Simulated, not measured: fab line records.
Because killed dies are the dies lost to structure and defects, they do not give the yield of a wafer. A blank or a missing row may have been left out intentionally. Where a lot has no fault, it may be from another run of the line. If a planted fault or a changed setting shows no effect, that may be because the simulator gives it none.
Matching of chambers | flow n5_finfet | N5_BEOL_M13_VIA_ETCH_16 on rie_diel-04: 3 sister chambers
The step etches SiOC in C4F8/O2/Ar, target depth 921.7 nm. 22 wafers are shown with their chamber, then 8 later ones without.

## WAFERS PAIRED WITH THEIR CHAMBERS
wafer  | chamber | showerhead_plenum_p_Torr (Torr) | throttle_valve_pct (%) | rf_vpp_V (V)
L563.5 | 1       | 3.49                            | 24.30                  | 668.8
L563.6 | 0       | 3.51                            | 24.46                  | 667.4
L567.2 | 1       | 3.48                            | 24.30                  | 668.6
L567.3 | 1       | 3.48                            | 24.31                  | 667.5
L567.6 | 3       | 3.35                            | 24.19                  | 663.5
L569.1 | 0       | 3.50                            | 24.47                  | 666.6
L569.4 | 0       | 3.50                            | 24.48                  | 667.4
L569.5 | 1       | 3.48                            | 24.32                  | 666.7
L572.2 | 0       | 3.50                            | 24.50                  | 666.2
L572.5 | 3       | 3.35                            | 24.20                  | 664.2
L572.6 | 1       | 3.48                            | 24.32                  | 667.3
L574.2 | 0       | 3.50                            | 24.49                  | 666.4
L574.4 | 3       | 3.34                            | 24.20                  | 663.7
L574.5 | 0       | 3.50                            | 24.47                  | 667.8
L579.2 | 0       | 3.49                            | 24.51                  | 668.6
L579.3 | 3       | 3.34                            | 24.23                  | 663.3
L579.6 | 1       | 3.47                            | 24.34                  | 667.4
L582.2 | 1       | 3.46                            | 24.36                  | 666.1
L582.4 | 0       | 3.49                            | 24.53                  | 666.9
L582.6 | 3       | 3.34                            | 24.25                  | 662.9
L586.2 | 1       | 3.46                            | 24.36                  | 666.7
L586.4 | 1       | 3.46                            | 24.36                  | 667.7

SIGNATURES (means of the wafers above)
reading                  | chamber 0 | chamber 1 | chamber 3 | scatter within a chamber
showerhead_plenum_p_Torr | 3.4988    | 3.4733    | 3.3440    | 0.00861
throttle_valve_pct       | 24.4887   | 24.3300   | 24.2140   | 0.0247
rf_vpp_V                 | 667.163   | 667.422   | 663.520   | 0.781
Rule: for a wafer and a chamber, the distance is found by dividing, reading by reading, the gap between the wafer's reading and the chamber's mean by the reading's scatter, squaring, summing and taking the root. If the next closest chamber is less than 2 further off than the closest, the wafer can't be placed; otherwise it belongs to the closest. The scatter is the square root of a quotient: the sum, over the shown wafers, of each reading's squared deviation from its chamber's mean, divided by wafers minus chambers.

## WAFERS WITHOUT THEIR CHAMBER
wafer  | showerhead_plenum_p_Torr (Torr) | throttle_valve_pct (%) | rf_vpp_V (V)
L586.6 | 3.49                            | 24.52                  | 667.6
L583.4 | 3.46                            | 24.34                  | 666.2
L583.5 | 3.46                            | 24.36                  | 667.7
L583.6 | 3.49                            | 24.51                  | 667.2
L584.2 | 3.48                            | 24.54                  | 668.9
L584.4 | 3.33                            | 24.25                  | 663.3
L585.2 | 3.46                            | 24.37                  | 666.5
L585.6 | 3.46                            | 24.35                  | 666.1

## WHICH CHAMBER EACH ONE RAN IN
wafer  | from the rows above | in truth
L586.6 | 0                   | 0
L583.4 | 1                   | 1
L583.5 | 1                   | 1
L583.6 | 0                   | 0
L584.2 | 0                   | 0
L584.4 | 3                   | 3
L585.2 | 1                   | 1
L585.6 | 1                   | 1
Correct placement for 8 of the 8. Can't be placed from these rows: 0. Placed wrongly: 0.
